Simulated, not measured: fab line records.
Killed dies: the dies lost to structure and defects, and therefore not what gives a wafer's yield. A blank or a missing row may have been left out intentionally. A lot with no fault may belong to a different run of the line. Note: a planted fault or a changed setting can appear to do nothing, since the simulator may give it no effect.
fab line records	flow n5Finfet
[record] lots = 7	wafers = 39
route steps=1938 shown BEOL_M7@1308
startH: hours from the record's first day to the start of the lot's first wafer shown	waitH: how many hours have passed since the lot's step before this one	" unchanged from the row above	L1.1+2: a row that stands for several wafers	- value missing, or start not given	* or withheld: withheld	< > ~ a bound
route shown NAME@n: NAME is a module with steps in the file, n the number in the route of the first one	usual: mean/standard deviation taken from wafers without a fault	same: alike in all rows	chamber/n: place in a boat	sites: each site's reading	_std_site: standard deviation across them	_edge_site: mean of outer sites minus mean of inner sites	radiusMm: how far each site lies from the wafer's centre	mask NAME#n: copy n	behind: the last tool/chamber to shape the wafer	hold: reason for holding the lot/hours on hold/outcome of the hold	device: transistor that didn't switch, given as n, p or np	end of line: tests of these same wafers at the route's end	a step with no rows: only its recipe	killed: the dies lost at the first sort to structure and to defects; this is not the yield of the wafer	map: per-die view of a wafer (x killed, . not killed, _ where there is no die)
set.NAME: the setting as run; set.NAME@STEP: as run at that earlier step	model.NAME: the simulator's own value behind a step, which no gauge read
lots where settings were altered on purpose, with a table for each step and a row for each wafer
[[steps]]
[step N5_BEOL_M7_TRENCH_ETCH_37]
[recipe] chemistry = C4F6/O2	targetDepthA = 934.78	target = SiCOH_lowk	timeS = 31.2	ionEnergyEv = 250	pressureMtorr = 30	sourceW = 345	biasW = 185	Ar_flow_sccm = 300	C4F6_flow_sccm = 10	O2_flow_sccm = 10
lot.wafer	tool	chamber	startH	waitH	set.timeS	model.BEOL_M7.featureDepthNm	model.etch.depthNm	model.TiN_of_BEOL_M7_HM_DEP_02.thkNm
L078.1	rieDiel-05	0	-	-	31.2	93.4	93.48	17.6
L078.2	"	1	"	"	31.2	92.6	92.62	17.2
L078.3	"	3	"	"	47.73	137	136.9	16.4
L078.4	"	2	"	"	47.73	140.4	140.3	16.4
L078.5	"	3	"	"	31.2	90	89.93	17.6
L078.6	"	2	"	"	47.73	141.6	141.7	16.2
L081.1	rieDiel-05	0	-	-	31.2	92.8	92.88	17.4
L081.2	"	2	"	"	31.2	91	91.09	17.2
L081.3	"	1	"	"	31.2	92	92.08	17.2
L081.4	"	3	"	"	31.2	89	89.1	17.2
L081.5	"	1	"	"	31.2	92.6	92.5	16.8
L081.6	"	2	"	"	31.2	91.4	91.47	17.4
L086.1	rieDiel-04	3	-	-	31.2	92.6	92.61	17
L086.2	"	0	"	"	31.2	94	94.03	16.8
L086.3	"	2	"	"	31.2	95.4	95.46	17
L086.4	"	3	"	"	31.2	93	92.91	17
L086.5	"	2	"	"	31.2	95.6	95.61	17
L086.6	"	0	"	"	31.2	94.6	94.62	17.2
L089.2	rieDiel-05	1	-	-	31.2	92.4	92.47	17.6
L089.3	"	0	"	"	31.2	94	93.9	17.8
L089.6	"	1	"	"	31.2	92	91.99	17.8
L090.1	rieDiel-04	2	-	-	31.2	96.2	96.1	17.2
L090.2	"	3	"	"	45.72	137.8	137.8	16
L090.3	"	1	"	"	31.2	98	98.02	17.4
L090.4	"	0	"	"	31.2	94.8	94.83	17.6
L090.5	"	0	"	"	45.72	138.8	138.8	16.2
L090.6	"	1	"	"	45.72	144.8	144.8	15.8
L092.1	rieDiel-01	2	-	-	31.2	93.4	93.45	17.2
L092.2	"	3	"	"	31.2	90.6	90.64	17
L092.3	"	0	"	"	31.2	93.6	93.51	17
L092.4	"	1	"	"	31.2	93.2	93.19	17.2
L092.5	"	2	"	"	31.2	93.2	93.17	17
L092.6	"	3	"	"	31.2	90.6	90.58	17.2
L097.1	rieDiel-04	2	-	-	31.2	95.4	95.44	17.6
L097.2	"	3	"	"	31.2	92.6	92.56	17.8
L097.3	"	0	"	"	31.2	93.6	93.55	17.6
L097.4	"	1	"	"	24.52	77.2	77.24	17.8
L097.5	"	0	"	"	24.52	73.6	73.66	18.2
L097.6	"	1	"	"	24.52	76	75.94	18.4
[step N5_BEOL_M7_ETCH_41]
[recipe] chemistry = CH3F/O2	target = SiCN	targetDepthA = 319	taperDeg = 2	timeS = 57.8	ionEnergyEv = 120	maskMaterial = TiN	pressureMtorr = 30	sourceW = 395	biasW = 75	Ar_flow_sccm = 150	CH3F_flow_sccm = 30	O2_flow_sccm = 20
[step N5_BEOL_M7_STRIP_80]
[recipe] chemistry = N2/H2	timeS = 10	powerW = 450	tempC = 40	pressureMtorr = 20	rfFrequencyHz = 6e+07	biasPowerW = 7	n2FlowSccm = 200	h2FlowSccm = 200
[step N5_BEOL_M7_OCD_MEAS_38]
[usual] trenchDepthNm = 93.3/2
lot.wafer	tool	chamber	startH	waitH	set.timeS@BEOL_M7_TRENCH_ETCH_37	trenchDepthNm
L078.1	ocd-02	-	239.71	-	31.2	93.2
L078.2	"	-	"	"	31.2	92.6
L078.3	"	-	"	"	47.73	136.8
L078.4	"	-	"	"	47.73	140.3
L078.5	"	-	"	"	31.2	90.1
L078.6	"	-	"	"	47.73	141.6
L081.1	ocd-02	-	249.09	-	31.2	92.6
L081.2	"	-	"	"	31.2	90.6
L081.3	"	-	"	"	31.2	92.9
L081.4	"	-	"	"	31.2	88.5
L081.5	"	-	"	"	31.2	92.2
L081.6	"	-	"	"	31.2	91.4
L086.1	ocd-02	-	275.86	-	31.2	92.3
L086.2	"	-	"	"	31.2	94.0
L086.3	"	-	"	"	31.2	95.6
L086.4	"	-	"	"	31.2	93.2
L086.5	"	-	"	"	31.2	95.3
L086.6	"	-	"	"	31.2	94.5
L089.2	ocd-02	-	287.69	-	31.2	93.0
L089.3	"	-	"	"	31.2	93.7
L089.6	"	-	"	"	31.2	92.0
L090.1	ocd-01	-	306.22	-	31.2	95.6
L090.2	"	-	"	"	45.72	137.8
L090.3	"	-	"	"	31.2	98.4
L090.4	"	-	"	"	31.2	94.8
L090.5	"	-	"	"	45.72	139.4
L090.6	"	-	"	"	45.72	145.1
L092.1	ocd-01	-	313.25	-	31.2	93.4
L092.2	"	-	"	"	31.2	91.3
L092.3	"	-	"	"	31.2	93.9
L092.4	"	-	"	"	31.2	93.6
L092.5	"	-	"	"	31.2	93.2
L092.6	"	-	"	"	31.2	90.8
L097.1	ocd-01	-	339.19	-	31.2	95.6
L097.2	"	-	"	"	31.2	92.3
L097.3	"	-	"	"	31.2	93.5
L097.4	"	-	"	"	24.52	77.3
L097.5	"	-	"	"	24.52	73.5
L097.6	"	-	"	"	24.52	76.1
[step N5_BEOL_M7_HM_STRIP_39]
[recipe] chemistry = peroxideTinStrip	material = TiN	targetDepthA = 250	tempC = 50	timeS = 158
[step N5_BEOL_M7_SRD_40]
[recipe] timeS = 30	tempC = 23	rinseLiquid = diw	dry = ipaMarangoni
[step N5_BEOL_M7_ECD_50]
[recipe] material = Cu	targetThkA = 3000
[step N5_BEOL_M7_ANNEAL_51]
[recipe] tempC = 225	timeS = 90	ambient = N2
[step N5_BEOL_M7_CMP_52]
[recipe] stopOn = SiCOH_lowk	tOverpolishS = 6.9	downForcePsi = 1	platenRpm = 50	clearingPlatenDownForcePsi = 1.5	clearingPlatenRpm = 50	postCmpClean = cuAlkaline	targetThkNm = 80	clearingPlatenPadVelocityMS = 0.99484	padVelocityMS = 0.99484
lot.wafer	tool	chamber	startH	waitH	set.timeS@BEOL_M7_TRENCH_ETCH_37	model.Cu_of_BEOL_M7_ECD_50.thkNm
L078.2	cmp-04	1	242.45	0.2	31.2	81
L078.1	"	2	"	"	31.2	81.8
L078.4	"	3	"	"	47.73	126.8
L078.3	"	0	"	"	47.73	123.6
L078.6	"	1	"	"	47.73	131
L078.5	"	2	"	"	31.2	79.2
L081.3	cmp-04	3	252.98	0.2	31.2	79.2
L081.4	"	0	"	"	31.2	74
L081.2	"	1	"	"	31.2	78.8
L081.1	"	2	"	"	31.2	81.4
L081.5	"	3	"	"	31.2	78.2
L081.6	"	0	"	"	31.2	77.2
L086.3	cmp-02	0	278.25	0.2	31.2	82.6
L086.2	"	1	"	"	31.2	80.4
L086.1	"	2	"	"	31.2	79.6
L086.4	"	3	"	"	31.2	78.4
L086.6	"	0	"	"	31.2	80.6
L086.5	"	1	"	"	31.2	82.4
L089.2	cmp-02	3	290.14	0.3	31.2	78.8
L089.3	"	0	"	"	31.2	80.8
L089.6	"	1	"	"	31.2	78.4
L090.3	cmp-03	1	308.78	0.2	31.2	84
L090.2	"	2	"	"	45.72	124.2
L090.1	"	3	"	"	31.2	80.6
L090.4	"	0	"	"	31.2	80.8
L090.6	"	1	"	"	45.72	132.6
L090.5	"	2	"	"	45.72	124.4
L092.3	cmp-04	0	315.42	0.2	31.2	77
L092.2	"	1	"	"	31.2	78.2
L092.1	"	2	"	"	31.2	80.4
L092.4	"	3	"	"	31.2	79.8
L092.5	"	0	"	"	31.2	77.6
L092.6	"	1	"	"	31.2	77.2
L097.3	cmp-03	3	342.11	0.2	31.2	77.4
L097.2	"	0	"	"	31.2	78.6
L097.4	"	1	"	"	24.52	63
L097.1	"	2	"	"	31.2	82.4
L097.5	"	3	"	"	24.52	58.6
L097.6	"	0	"	"	24.52	60.8
[step N5_BEOL_M7_THK_MEAS_53]
[recipe] thkMeasGauge = xrf	reads = Cu_of_BEOL_M7_ECD_50
[usual] M7_THK = 81.5/2.2
lot.wafer	tool	chamber	startH	waitH	set.timeS@BEOL_M7_TRENCH_ETCH_37	M7_THK[nm]
L078.1	filmMetro-01	-	242.74	-	31.2	82.9
L078.2	"	-	"	"	31.2	81.7
L078.3	"	-	"	"	47.73	124.9
L078.4	"	-	"	"	47.73	127.6
L078.5	"	-	"	"	31.2	80.2
L078.6	"	-	"	"	47.73	132.4
L081.1	filmMetro-02	-	253.52	-	31.2	83.2
L081.2	"	-	"	"	31.2	80.4
L081.3	"	-	"	"	31.2	80.9
L081.4	"	-	"	"	31.2	75.9
L081.5	"	-	"	"	31.2	80.3
L081.6	"	-	"	"	31.2	78.7
L086.1	filmMetro-01	-	278.54	-	31.2	80.5
L086.2	"	-	"	"	31.2	81.7
L086.3	"	-	"	"	31.2	83.3
L086.4	"	-	"	"	31.2	79.4
L086.5	"	-	"	"	31.2	83.4
L086.6	"	-	"	"	31.2	81.5
L089.2	filmMetro-02	-	290.36	-	31.2	79.7
L089.3	"	-	"	"	31.2	82.0
L089.6	"	-	"	"	31.2	79.9
L090.1	filmMetro-01	-	309.07	-	31.2	81.5
L090.2	"	-	"	"	45.72	125.6
L090.3	"	-	"	"	31.2	84.9
L090.4	"	-	"	"	31.2	81.6
L090.5	"	-	"	"	45.72	126.2
L090.6	"	-	"	"	45.72	134.3
L092.1	filmMetro-02	-	315.72	-	31.2	81.6
L092.2	"	-	"	"	31.2	79.9
L092.3	"	-	"	"	31.2	78.4
L092.4	"	-	"	"	31.2	81.4
L092.5	"	-	"	"	31.2	79.3
L092.6	"	-	"	"	31.2	78.5
L097.1	filmMetro-01	-	342.41	-	31.2	84.2
L097.2	"	-	"	"	31.2	80.0
L097.3	"	-	"	"	31.2	79.5
L097.4	"	-	"	"	24.52	64.4
L097.5	"	-	"	"	24.52	59.9
L097.6	"	-	"	"	24.52	62.2
[step N5_BEOL_M7_PRE_CLEAN_55]
[recipe] gas = NH3	timeS = 15	tempC = withheld	rfPowerW = 300
[step N5_BEOL_M7_DEP_56]
[recipe] material = SiCN	targetThkA = 100	tempC = withheld	precursor = 3MS/NH3	pressureTorr = 3	rfW = 202	timeS = 17.5
[step N5_BEOL_M7_RS_MEAS_57]
[recipe] thkMeasGauge = four-point-probe	reads = Cu_of_BEOL_M7_ECD_50+Co_of_BEOL_M7_CVD_78+TaN_of_BEOL_M7_ALD_77
[usual] M7_RS = 0.286/0.0092
lot.wafer	tool	chamber	startH	waitH	set.timeS@BEOL_M7_TRENCH_ETCH_37	M7_RS[ohm/sq]
L078.1	filmMetro-01	-	242.87	0.1	31.2	0.279
L078.2	"	-	"	"	31.2	0.282
L078.3	"	-	"	"	47.73	0.174
L078.4	"	-	"	"	47.73	0.169
L078.5	"	-	"	"	31.2	0.289
L078.6	"	-	"	"	47.73	0.163
L081.1	filmMetro-01	-	253.65	0.1	31.2	0.280
L081.2	"	-	"	"	31.2	0.292
L081.3	"	-	"	"	31.2	0.289
L081.4	"	-	"	"	31.2	0.313
L081.5	"	-	"	"	31.2	0.295
L081.6	"	-	"	"	31.2	0.299
L086.1	filmMetro-01	-	278.67	0.1	31.2	0.288
L086.2	"	-	"	"	31.2	0.285
L086.3	"	-	"	"	31.2	0.276
L086.4	"	-	"	"	31.2	0.292
L086.5	"	-	"	"	31.2	0.276
L086.6	"	-	"	"	31.2	0.283
L089.2	filmMetro-02	-	290.49	0.1	31.2	0.292
L089.3	"	-	"	"	31.2	0.282
L089.6	"	-	"	"	31.2	0.293
L090.1	filmMetro-02	-	309.20	0.1	31.2	0.283
L090.2	"	-	"	"	45.72	0.173
L090.3	"	-	"	"	31.2	0.270
L090.4	"	-	"	"	31.2	0.283
L090.5	"	-	"	"	45.72	0.173
L090.6	"	-	"	"	45.72	0.161
L092.1	filmMetro-02	-	315.85	0.1	31.2	0.285
L092.2	"	-	"	"	31.2	0.294
L092.3	"	-	"	"	31.2	0.300
L092.4	"	-	"	"	31.2	0.287
L092.5	"	-	"	"	31.2	0.296
L092.6	"	-	"	"	31.2	0.298
L097.1	filmMetro-02	-	342.54	0.1	31.2	0.276
L097.2	"	-	"	"	31.2	0.293
L097.3	"	-	"	"	31.2	0.298
L097.4	"	-	"	"	24.52	0.380
L097.5	"	-	"	"	24.52	0.416
L097.6	"	-	"	"	24.52	0.397
[[key]]
[split] step = N5_BEOL_M7_TRENCH_ETCH_37	setting = timeS	stated = 31.2	by = wafer
[response] step = N5_BEOL_M7_TRENCH_ETCH_37	reading = model.BEOL_M7.featureDepthNm	change = +0.915	per = 1%	r = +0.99
[response] step = N5_BEOL_M7_TRENCH_ETCH_37	reading = model.etch.depthNm	change = +0.915	per = 1%	r = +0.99
[response] step = N5_BEOL_M7_TRENCH_ETCH_37	reading = model.TiN_of_BEOL_M7_HM_DEP_02.thkNm	change = -0.0249	per = 1%	r = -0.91
[response] step = N5_BEOL_M7_OCD_MEAS_38	reading = trenchDepthNm	change = +0.918	per = 1%	r = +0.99
[response] step = N5_BEOL_M7_CMP_52	reading = model.Cu_of_BEOL_M7_ECD_50.thkNm	change = +0.915	per = 1%	r = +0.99
[response] step = N5_BEOL_M7_THK_MEAS_53	reading = M7_THK	change = +0.925	per = 1%	r = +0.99
[response] step = N5_BEOL_M7_RS_MEAS_57	reading = M7_RS	change = -0.00249	per = 1%	r = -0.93
